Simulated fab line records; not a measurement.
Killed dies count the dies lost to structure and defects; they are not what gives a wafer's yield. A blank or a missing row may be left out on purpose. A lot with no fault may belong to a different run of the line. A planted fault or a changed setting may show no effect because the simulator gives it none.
A single fault, viewed from 3 desks / flow nand_harc / every desk sees just its own numbers, and what lay behind them comes last

== METROLOGY DESK ==
What the gauges read, lot by lot, whatever tool the lot ran on: means of the sampled wafers that have a number. Marked OUT: a lot whose mean sits more than 4 standard deviations from the usual mean, which makes it out of limits; the brackets give that distance.
Columns: A = cd_nm at NHARC_P_CONTACT_CD_MEAS_12, usual 90.4 nm
lot=L277; first seen here=day 5 21:51; A=90.1
lot=L278; first seen here=day 6 16:02; A=89.8
lot=L279; first seen here=day 7 01:49; A=91.1
lot=L280; first seen here=day 7 04:28; A=90.7
lot=L281; first seen here=day 7 10:09; A=91.3
lot=L283; first seen here=day 8 11:44; A=90.4
lot=L285; first seen here=day 9 04:02; A=90.3
lot=L286; first seen here=day 9 17:31; A=90.4
lot=L292; first seen here=day 12 02:14; A=114.5 (+34) OUT
lot=L294; first seen here=day 13 03:42; A=109.7 (+28) OUT
lot=L295; first seen here=day 13 12:57; A=108.8 (+26) OUT
lot=L297; first seen here=day 14 05:50; A=90.7
lot=L296; first seen here=day 14 06:43; A=90.9
lot=L298; first seen here=day 15 02:34; A=90.2
lot=L300; first seen here=day 15 21:07; A=89.8
This desk's finding: out of limits on L292, L294, L295; first on L292, day 12 02:14 (cd_nm at NHARC_P_CONTACT_CD_MEAS_12). L277, L278, L279, L280, L281, L283, L285, L286, L297, L296, L298, L300: within limits.

== THE DEFECT DESK ==
For each lot, the counts of the inspections along the route, averaged over the sampled wafers that have a number. Marked OUT: a lot whose mean sits more than 4 standard deviations from the usual mean, which makes it out of limits; the brackets give that distance.
Columns: A = raw_defect_count at NHARC_P_CONTACT_INSPECT_27, usual 299
lot=L277; first seen here=day 6 01:08; A=1077
lot=L278; first seen here=day 6 19:19; A=153
lot=L279; first seen here=day 7 05:05; A=246
lot=L280; first seen here=day 7 07:43; A=232
lot=L281; first seen here=day 7 13:23; A=144
lot=L283; first seen here=day 8 15:04; A=297
lot=L285; first seen here=day 9 07:16; A=297
lot=L286; first seen here=day 9 20:49; A=371
lot=L292; first seen here=day 12 05:41; A=230
lot=L294; first seen here=day 13 07:10; A=294
lot=L295; first seen here=day 13 16:16; A=278
lot=L297; first seen here=day 14 09:10; A=282
lot=L296; first seen here=day 14 09:59; A=178
lot=L298; first seen here=day 15 05:51; A=259
lot=L300; first seen here=day 16 00:23; A=428
This desk found nothing out of limits on any of the 15 lots.

== DESK OF THE TOOL OWNER: arfi_scanner-01 ==
The tool's own readings at NHARC_P_CONTACT_EXPOSE_09 (exposes mask P CA, target cd 90 nm): means of the sampled wafers that have a number, for each lot that ran on this tool. Marked OUT: a lot whose mean sits more than 4 standard deviations from the usual mean, which makes it out of limits; the brackets give that distance.
Columns: A = exposure_dose_mJ_cm2 at NHARC_P_CONTACT_EXPOSE_09, usual 81.22; B = stage_vel_mm_s at NHARC_P_CONTACT_EXPOSE_09, usual 499.98 mm/s
lot=L278; first seen here=day 6 15:53; A=81.25; B=500.19
lot=L283; first seen here=day 8 11:35; A=81.33; B=499.79
lot=L286; first seen here=day 9 17:23; A=81.29; B=499.86
lot=L292; first seen here=day 12 02:05; A=118.52 (+99 or more) OUT; B=500.47
lot=L294; first seen here=day 13 03:34; A=111.17 (+99 or more) OUT; B=499.91
lot=L295; first seen here=day 13 12:49; A=110.47 (+99 or more) OUT; B=500.12
This desk's finding: out of limits on L292, L294, L295; first on L292, day 12 02:05 (exposure_dose_mJ_cm2 at NHARC_P_CONTACT_EXPOSE_09). L278, L283, L286: within limits.

== PUT TOGETHER ==
The tool owner's desk could have raised an alarm at day 12 02:05, on L292, L294, L295.
An alarm was possible from the metrology desk at day 12 02:14, on L292, L294, L295.
Nothing the defect desk looked at was out of limits.
The defect desk has L292, L294, L295 on record, within its limits.
On arfi_scanner-01, each named lot ran NHARC_P_CONTACT_EXPOSE_09.

== WHAT THE SIMULATOR PUT IN ==
Process parameters drifting: arfi_scanner-01 at NHARC_P_CONTACT_EXPOSE_09, beginning at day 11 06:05. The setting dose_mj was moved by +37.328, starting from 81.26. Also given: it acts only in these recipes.
Struck lots among those shown: L292, L294, L295.
Time in hours from fault onset to the first out-of-limits reading at each desk: tool owner's desk 20, metrology desk 20.
